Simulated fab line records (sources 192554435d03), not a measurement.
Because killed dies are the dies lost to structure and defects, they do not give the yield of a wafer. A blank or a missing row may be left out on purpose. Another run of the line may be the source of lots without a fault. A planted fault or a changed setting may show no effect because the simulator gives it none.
Split-lot trial	flow n5_finfet	on a route of 1938 steps: 7 lots, 21 wafers read

== THE SPLIT ITSELF ==
At N5_PASSIVATION_EXPOSE_27 (exposes mask PAD, defocus 0 nm), the setting dose_mj was moved away from the recipe's 32.3 on 9 of the 21 wafers read, by -6.0% to +6.8%. The other wafers ran this setting at the recipe's value.

== FROM THE SPLIT TO THE READING: what the file shows between them, 3 steps ==
- N5_PASSIVATION_PEB_28
- N5_PASSIVATION_DEVELOP_29: develop time 60 s
- N5_PASSIVATION_HARDBAKE_31: time 120 s

== THE READING ==
cd_nm at N5_PASSIVATION_CD_MEAS_30, given in nm (cd target 4000 nm). Typical for fault-free wafers on this fab line: 4000.0 nm, with standard deviation 1.9 nm.

wafer	tool, chamber at the split	dose_mj as run	against the recipe	cd_nm, nm	against lot-mates on the recipe
L077.2	krf_scanner-01, 0	32.3	recipe	4000.0	-
L077.3	krf_scanner-01, 0	32.3	recipe	4000.6	-
L077.5	krf_scanner-01, 0	30.37	-6.0%	3987.8	-12.5
L079.2	krf_scanner-01, 0	31.61	-2.1%	3996.0	no lot-mate on the recipe
L079.4	krf_scanner-01, 0	31.61	-2.1%	3994.7	no lot-mate on the recipe
L079.6	krf_scanner-01, 0	31.61	-2.1%	3995.2	no lot-mate on the recipe
L081.4	krf_scanner-02, 0	32.3	recipe	4000.5	-
L081.5	krf_scanner-02, 0	32.3	recipe	3999.1	-
L081.6	krf_scanner-02, 0	32.3	recipe	4002.9	-
L083.2	krf_scanner-02, 0	32.3	recipe	4002.5	-
L083.3	krf_scanner-02, 0	32.3	recipe	4002.0	-
L083.5	krf_scanner-02, 0	32.3	recipe	3999.5	-
L084.1	krf_scanner-02, 0	32.3	recipe	3998.7	-
L084.4	krf_scanner-02, 0	32.3	recipe	3998.4	-
L084.6	krf_scanner-02, 0	31.29	-3.1%	3993.6	-5.0
L090.3	krf_scanner-01, 0	32.3	recipe	4000.0	-
L090.4	krf_scanner-01, 0	34.51	+6.8%	4009.2	+9.2
L090.5	krf_scanner-01, 0	34.51	+6.8%	4010.4	+10.4
L092.1	krf_scanner-01, 0	32.3	recipe	4000.3	-
L092.2	krf_scanner-01, 0	31.43	-2.7%	3996.2	-4.1
L092.4	krf_scanner-01, 0	31.43	-2.7%	3994.2	-6.1

FIT RESULTS
A straight line over all 21 wafers: cd_nm changes by +1.68 nm for each +1% of dose_mj; r = +0.96; the points scatter about the line by 1.5 nm.
The same after taking each lot's own level away (the mean of its wafers on the recipe; 18 wafers): +1.64 nm for each +1%; r = +0.97; scatter 1.3 nm.
On that fit, the largest move of dose_mj shifts the reading by 11 nm.
The lots' own levels span 3998.55 to 4001.33 nm, that is 1.5 times the standard deviation above.
Hence the lot-to-lot level has little effect on the slope; both slopes agree.
Check: +11.8 nm against its lot-mates is what the line predicts for one of the wafers moved furthest among these (+6.8%) when that wafer is left out of the fit. Against them it came out at +9.2 nm.

== ADDITIONAL SPLITS CARRIED BY THESE WAFERS ==
Note: prior to the reading, these wafers also went through further splits. Each is held against what the fit with the lots' levels taken away leaves over:
other split on the same wafers	wafers away from the commonest value	r with cd_nm (lot level and that fit taken away)
N5_BEOL_M14_PEB_26 peb_temp_c	7	-0.11
N5_BEOL_M14_ETCH_68 time_s	4	+0.23
N5_PASSIVATION_PECVD_01 time_s	10	+0.26
N5_PASSIVATION_SPUTTER_20 target_thk_a	7	-0.20

== FILE'S OWN FIT ==
cd_nm changes by +1.71 nm for each +1% of dose_mj, r = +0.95.
